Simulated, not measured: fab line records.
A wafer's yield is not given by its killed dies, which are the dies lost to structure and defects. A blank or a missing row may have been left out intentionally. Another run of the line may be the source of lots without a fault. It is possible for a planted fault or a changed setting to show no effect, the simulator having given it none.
fab line records	flow nandHarc
[record] lots = 14	wafers = 42	lastDay = 24
route steps=1159 shown P_GATE@189
lots that met no fault: taken from a fault-free run of the same line
startH: start of the lot's first displayed wafer, in hours after the record's first day	waitH: hours elapsed since this lot's preceding step	" repeats the value in the row above	L1.1+2: a row that stands for several wafers	- value missing, or start not given	* or withheld: withheld	< > ~ a bound
route shown NAME@n: names a module that has steps shown in the file, with the first one's number in the route	usual: mean/standard deviation taken from wafers without a fault	same: alike in all rows	chamber/n: place in a boat	sites: readings site by site	_std_site: the values' standard deviation	_edge_site: outer sites' mean less inner sites'	radiusMm: for every site, how far away it sits from the centre of the wafer	mask NAME#n: copy n	behind: the tool/chamber that last shaped the wafer	hold: cause of the lot's hold/its duration in hours/its outcome	device: which transistor (n, p or np) failed to switch	end of line: the tests these same wafers got at the end of their route	where a step has no rows: the recipe by itself	killed: count of dies lost to structure and defects at first sort (not the wafer's yield)	map: a wafer's dies, marking killed ones x, the rest . and places with no die _
set.NAME: setting as actually run; set.NAME@STEP: the setting as run at that earlier step	model.NAME: the simulator's own value behind a step, which no gauge read
one table for each step of the route and one row for each wafer, over a sample of lots
services: when a tool's chamber went out of use (startH, in hours from the record's first day, below 0 if earlier), for how many hours, and the reason
[[steps]]
[step NHARC_P_GATE_STRIP_112]
[recipe] powerW = 1500	tempC = 110	timeS = 200	chemistry = N2/H2
[usual] drypumpMotorCurrentA = 5.7/0.56	heaterPowerW = 91/6.2
lot.wafer	tool	chamber	startH	waitH	drypumpMotorCurrentA	heaterPowerW	rfHoursCounterH
L314.1	plasmaAsher-01	1	112.05	0.2	6.2	93	2
L314.4	"	1	"	"	6.2	94	-
L314.3	"	0	"	"	5.2	81	-
L317.2	plasmaAsher-02	1	122.38	0.2	5.1	93	38
L317.4	"	1	"	"	5.1	93	-
L317.3	"	0	"	"	6.4	99	-
L318.4	plasmaAsher-02	0	122.84	0.2	6.4	100	-
L318.3	"	1	"	"	5.2	91	-
L318.6	"	1	"	"	5.2	92	-
L319.3	plasmaAsher-01	0	130.12	0.2	5.2	80	-
L319.4	"	1	"	"	6.2	93	-
L319.5	"	1	"	"	6.2	94	-
L321.2	plasmaAsher-02	0	146.16	0.2	6.4	101	47
L321.3	"	1	"	"	5.1	94	-
L321.4	"	0	"	"	6.4	101	-
L323.2	plasmaAsher-01	1	156.84	0.5	6.2	95	16
L323.4	"	1	"	"	6.2	94	-
L323.6	"	1	"	"	6.2	95	-
L322.1	plasmaAsher-02	1	157.09	0.3	5.1	93	50
L322.4	"	0	"	"	6.4	101	-
L322.6	"	1	"	"	5.1	92	-
L324.2	plasmaAsher-02	0	169.25	0.2	6.3	102	54
L324.1	"	1	"	"	5.1	93	54
L324.3	"	1	"	"	5.1	92	-
L327.1	plasmaAsher-01	0	181.66	0.2	5.1	82	24
L327.3	"	1	"	"	6.2	94	-
L327.5	"	1	"	"	6.2	95	-
L325.3	plasmaAsher-01	1	184.64	1.5	6.2	92	-
L325.5	"	1	"	"	6.2	92	-
L325.6	"	0	"	"	5.1	82	-
L328.2	plasmaAsher-01	0	207.43	0.2	5.1	84	35
L328.1	"	1	"	"	6.2	93	35
L328.3	"	0	"	"	5.2	87	-
L334.2	plasmaAsher-01	1	221.38	0.2	6.2	94	39
L334.1	"	0	"	"	5.2	83	39
L334.4	"	0	"	"	5.2	81	-
L336.1	plasmaAsher-01	1	235.46	0.2	6.2	94	44
L336.2	"	0	"	"	5.2	84	44
L336.6	"	1	"	"	6.2	93	-
L337.2	plasmaAsher-02	0	237.51	0.2	6.4	95	16
L337.3	"	1	"	"	5.1	93	-
L337.6	"	0	"	"	6.4	98	-
[step NHARC_P_GATE_STRIP_76]
[recipe] powerW = 1500	tempC = 250	chemistry = O2
[usual] drypumpMotorCurrentA = 5.7/0.55	heaterPowerW = 339/23
lot.wafer	tool	chamber	startH	waitH	drypumpMotorCurrentA	heaterPowerW	rfHoursCounterH
L314.1	plasmaAsher-01	1	112.31	0.2	6.2	345	2
L314.4	"	1	"	"	6.2	356	-
L314.3	"	0	"	"	5.2	314	-
L317.2	plasmaAsher-02	1	122.64	0.2	5.1	355	39
L317.4	"	1	"	"	5.2	356	-
L317.3	"	0	"	"	6.4	377	-
L318.4	plasmaAsher-02	0	123.03	0.2	6.4	386	-
L318.3	"	1	"	"	5.1	351	-
L318.6	"	1	"	"	5.1	354	-
L319.3	plasmaAsher-01	0	130.31	0.2	5.2	316	-
L319.4	"	1	"	"	6.2	357	-
L319.5	"	1	"	"	6.2	349	-
L321.2	plasmaAsher-02	0	146.38	0.2	6.4	377	47
L321.3	"	1	"	"	5.2	347	-
L321.4	"	0	"	"	6.4	372	-
L323.2	plasmaAsher-01	1	157.07	0.2	6.2	352	17
L323.4	"	1	"	"	6.2	348	-
L323.6	"	1	"	"	6.2	359	-
L322.1	plasmaAsher-02	1	157.36	0.2	5.1	341	51
L322.4	"	0	"	"	6.4	365	-
L322.6	"	1	"	"	5.1	344	-
L324.2	plasmaAsher-02	0	169.51	0.2	6.3	376	55
L324.1	"	1	"	"	5.2	341	55
L324.3	"	1	"	"	5.1	344	-
L327.1	plasmaAsher-01	0	181.89	0.2	5.1	316	24
L327.3	"	1	"	"	6.2	346	-
L327.5	"	1	"	"	6.2	356	-
L325.3	plasmaAsher-01	1	184.83	0.2	6.2	349	-
L325.5	"	1	"	"	6.2	356	-
L325.6	"	0	"	"	5.2	318	-
L328.2	plasmaAsher-01	0	207.69	0.2	5.1	304	35
L328.1	"	1	"	"	6.2	348	35
L328.3	"	0	"	"	5.1	308	-
L334.2	plasmaAsher-01	1	221.64	0.2	6.2	355	40
L334.1	"	0	"	"	5.2	308	40
L334.4	"	0	"	"	5.1	318	-
L336.1	plasmaAsher-01	1	235.72	0.2	6.2	346	44
L336.2	"	0	"	"	5.1	309	44
L336.6	"	1	"	"	6.2	353	-
L337.2	plasmaAsher-02	0	237.77	0.2	6.4	350	16
L337.3	"	1	"	"	5.1	353	-
L337.6	"	0	"	"	6.4	357	-
[step NHARC_P_GATE_DEVELOP_90]
[recipe] timeS = 70
[usual] chillPlateTempC = 23.00/0.11	exhaustPa = 45.1/0.79
lot.wafer	tool	chamber	startH	waitH	chillPlateTempC	exhaustPa
L314.1	lithoTrack-05	0	113	-	22.93	45.1
L314.3	"	0	"	"	22.82	45.3
L314.4	"	0	"	"	22.94	44.2
L317.2	lithoTrack-02	0	123	-	22.86	45.0
L317.3	"	0	"	"	22.97	45.9
L317.4	"	0	"	"	23.02	43.4
L318.3	lithoTrack-03	0	123	-	22.98	46.4
L318.4	"	0	"	"	23.03	45.7
L318.6	"	0	"	"	22.99	44.5
L319.3	lithoTrack-03	0	131	-	23.15	44.7
L319.4	"	0	"	"	23.18	45.7
L319.5	"	0	"	"	23.07	45.4
L321.2	lithoTrack-03	0	147	-	23.09	43.9
L321.3	"	0	"	"	22.92	46.0
L321.4	"	0	"	"	22.97	44.4
L323.2	lithoTrack-02	0	157	-	22.98	42.6
L323.4	"	0	"	"	22.94	44.8
L323.6	"	0	"	"	23.03	44.4
L322.1	lithoTrack-03	0	158	-	22.92	46.1
L322.4	"	0	"	"	22.95	44.7
L322.6	"	0	"	"	22.99	44.4
L324.1	lithoTrack-03	0	170	-	23.14	46.4
L324.2	"	0	"	"	23.19	45.3
L324.3	"	0	"	"	23.08	46.6
L327.1	lithoTrack-05	-	182	-	-	-
L327.3	"	-	"	"	-	-
L327.5	"	-	"	"	-	-
L325.3	lithoTrack-02	-	185	-	-	-
L325.5	"	-	"	"	-	-
L325.6	"	-	"	"	-	-
L328.1	lithoTrack-02	0	208	-	23.09	44.9
L328.2	"	0	"	"	23.08	46.1
L328.3	"	0	"	"	22.96	45.8
L334.1	lithoTrack-03	0	222	-	22.88	45.5
L334.2	"	0	"	"	22.76	45.6
L334.4	"	0	"	"	22.91	45.7
L336.1	lithoTrack-03	0	236	-	23.05	45.4
L336.2	"	0	"	"	23.14	45.0
L336.6	"	0	"	"	23.04	45.0
L337.2	lithoTrack-02	0	238	-	22.89	45.6
L337.3	"	0	"	"	22.92	44.9
L337.6	"	0	"	"	23.01	46.2
[step NHARC_P_GATE_RTA_80]
[recipe] tempC = 300	timeS = 30
[usual] lampPowerPct = 1.96/0.3	lamp_zone_2_pct = 1.96/0.3	wafer_temp_C_max = 301.4/0.39
lot.wafer	tool	chamber	startH	waitH	lampPowerPct	lamp_zone_2_pct	wafer_temp_C_max
L314.1	rtpAnneal-02	0	115.72	-	1.64	1.64	301.4
L314.3	"	0	"	"	1.64	1.64	301.4
L314.4	"	0	"	"	1.64	1.64	301.6
L317.2	rtpAnneal-02	0	125.87	-	1.63	1.63	300.8
L317.3	"	0	"	"	1.63	1.63	301.6
L317.4	"	0	"	"	1.63	1.63	300.8
L318.3	rtpAnneal-02	0	126.52	-	1.63	1.63	300.9
L318.4	"	0	"	"	1.63	1.63	300.6
L318.6	"	0	"	"	1.63	1.63	300.8
L319.3	rtpAnneal-01	0	133.84	-	2.23	2.23	301.4
L319.4	"	0	"	"	2.23	2.23	301.7
L319.5	"	0	"	"	2.23	2.23	301.5
L321.2	rtpAnneal-01	0	149.62	-	2.23	2.23	300.9
L321.3	"	0	"	"	2.23	2.23	301.4
L321.4	"	0	"	"	2.23	2.23	301.9
L323.2	rtpAnneal-02	0	160.45	-	1.63	1.63	301.1
L323.4	"	0	"	"	1.63	1.63	301.1
L323.6	"	0	"	"	1.63	1.63	301.2
L322.1	rtpAnneal-01	0	160.73	-	2.23	2.23	301.3
L322.4	"	0	"	"	2.23	2.23	301.4
L322.6	"	0	"	"	2.23	2.23	301.0
L324.1	rtpAnneal-01	0	172.84	-	2.23	2.23	301.5
L324.2	"	0	"	"	2.23	2.23	301.1
L324.3	"	0	"	"	2.23	2.23	301.5
L327.1	rtpAnneal-02	0	185.70	-	1.63	1.64	301.7
L327.3	"	0	"	"	1.63	1.64	301.0
L327.5	"	0	"	"	1.63	1.63	301.1
L325.3	rtpAnneal-01	0	188.47	-	2.23	2.23	301.3
L325.5	"	0	"	"	2.23	2.23	301.9
L325.6	"	0	"	"	2.23	2.23	301.7
L328.1	rtpAnneal-01	0	211.20	-	2.23	2.23	301.7
L328.2	"	0	"	"	2.23	2.23	301.5
L328.3	"	0	"	"	2.23	2.23	302.4
L334.1	rtpAnneal-01	0	224.96	-	2.23	2.24	301.3
L334.2	"	0	"	"	2.24	2.23	301.4
L334.4	"	0	"	"	2.24	2.23	301.1
L336.1	rtpAnneal-01	0	238.94	-	2.23	2.23	301.3
L336.2	"	0	"	"	2.23	2.23	302.0
L336.6	"	0	"	"	2.23	2.23	302.0
L337.2	rtpAnneal-02	0	241.13	-	1.63	1.63	301.9
L337.3	"	0	"	"	1.63	1.63	301.7
L337.6	"	0	"	"	1.63	1.63	301.1
[[services]]
tool	chamber	startH	hours	kind
plasmaAsher-01	-	99.00	9.0	pm
plasmaAsher-01	0	99.00	9.0	ventCycle
plasmaAsher-01	1	99.00	9.0	ventCycle
plasmaAsher-01	0	108.00	-	clean
plasmaAsher-01	1	108.00	-	clean
lithoTrack-02	-	165.00	7.0	pm
plasmaAsher-02	-	183.00	9.0	pm
plasmaAsher-02	0	183.00	9.0	ventCycle
plasmaAsher-02	1	183.00	9.0	ventCycle
lithoTrack-02	-	189.84	-	consumableReplace:filter
plasmaAsher-02	0	192.00	-	clean
plasmaAsher-02	1	192.00	-	clean
plasmaAsher-01	-	194.09	2.6	repair
lithoTrack-03	-	213.00	7.0	pm
lithoTrack-05	-	237.00	7.0	pm
[[key]]
[firstSign] step = NHARC_P_GATE_DEVELOP_90	reading = toolRecord	direction = missing
effect none on later readings
metAt NHARC_P_GATE_DEVELOP_90
struckLots L325,L327
sortLeftOut L325.3,L325.5,L325.6,L327.1,L327.3,L327.5
testerLeftOut L325,L327
notActingAt NHARC_P_GATE_STRIP_112,NHARC_P_GATE_STRIP_76,NHARC_P_GATE_RTA_80
[fault] kind = skippedStepWhole	tool = lithoTrack-02,lithoTrack-05	chamber = -	onsetH = 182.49	steps = NHARC_P_GATE_DEVELOP_90	scope = struckLotsOnly
// testerLeftOut: of these lots the tester's yield and bins aren't shown, on N5 and GAA mostly nor the transistor test; their killed dies are dies lost to structure and defects alone, not to doping, threshold or leakage, so they don't give the yield
// sortLeftOut: the simulated sort isn't trusted on such a fault, so these wafers' sort isn't shown, and their yield isn't known
